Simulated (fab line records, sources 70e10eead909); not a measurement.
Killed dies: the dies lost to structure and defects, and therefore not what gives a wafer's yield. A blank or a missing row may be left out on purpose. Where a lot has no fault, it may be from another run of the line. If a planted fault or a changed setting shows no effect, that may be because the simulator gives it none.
Matching of chambers :: flow nand_harc :: NHARC_THIN_TSV_ETCHBACK_48 on rie_diel-12: 4 sister chambers
The step etches the open film in C4F8/Ar, target depth 1028.5 nm, time 405.17 s. 4 wafers are shown with their chamber, then 8 later ones without.

== EACH WAFER AND ITS CHAMBER ==
wafer: L094.1
chamber: 1
rf_vpp_V (V): 542

wafer: L094.2
chamber: 2
rf_vpp_V (V): 543

wafer: L094.3
chamber: 0
rf_vpp_V (V): 546

wafer: L094.4
chamber: 3
rf_vpp_V (V): 547

== WAFERS MISSING THEIR CHAMBER ==
wafer: L094.5
rf_vpp_V (V): 542

wafer: L094.6
rf_vpp_V (V): 546

wafer: L095.1
rf_vpp_V (V): 543

wafer: L095.2
rf_vpp_V (V): 547

wafer: L095.3
rf_vpp_V (V): 545

wafer: L095.4
rf_vpp_V (V): 541

wafer: L095.5
rf_vpp_V (V): 546

wafer: L095.6
rf_vpp_V (V): 545

== CHAMBER TAKEN BY EACH ==
wafer: L094.5
from the rows above: can't be placed: 1 or 2
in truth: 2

wafer: L094.6
from the rows above: can't be placed: 0 or 3
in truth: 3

wafer: L095.1
from the rows above: can't be placed: 2 or 1
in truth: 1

wafer: L095.2
from the rows above: can't be placed: 3 or 0
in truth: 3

wafer: L095.3
from the rows above: can't be placed: 0 or 2 or 3
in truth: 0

wafer: L095.4
from the rows above: can't be placed: 1 or 2
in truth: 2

wafer: L095.5
from the rows above: can't be placed: 0 or 3
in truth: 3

wafer: L095.6
from the rows above: can't be placed: 0 or 2 or 3
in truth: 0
Placed correctly: 0 of 8. Can't be placed from these rows: 8 (the true chamber is among the candidates in 8). Placed wrongly: 0.
How it was worked out, from the rows above alone: a wafer's distance from a chamber is the root of the sum, over the readings, of the square of ((its reading less the chamber's mean) divided by the reading's scatter). If the next closest chamber is less than 2 further off than the closest, the wafer can't be placed; otherwise it belongs to the closest. The mean given for a chamber averages the wafers shown for that chamber. The scatter (one wafer shown for each chamber): square how far every hidden wafer sits from the nearest shown wafer, average those squares and take the square root.
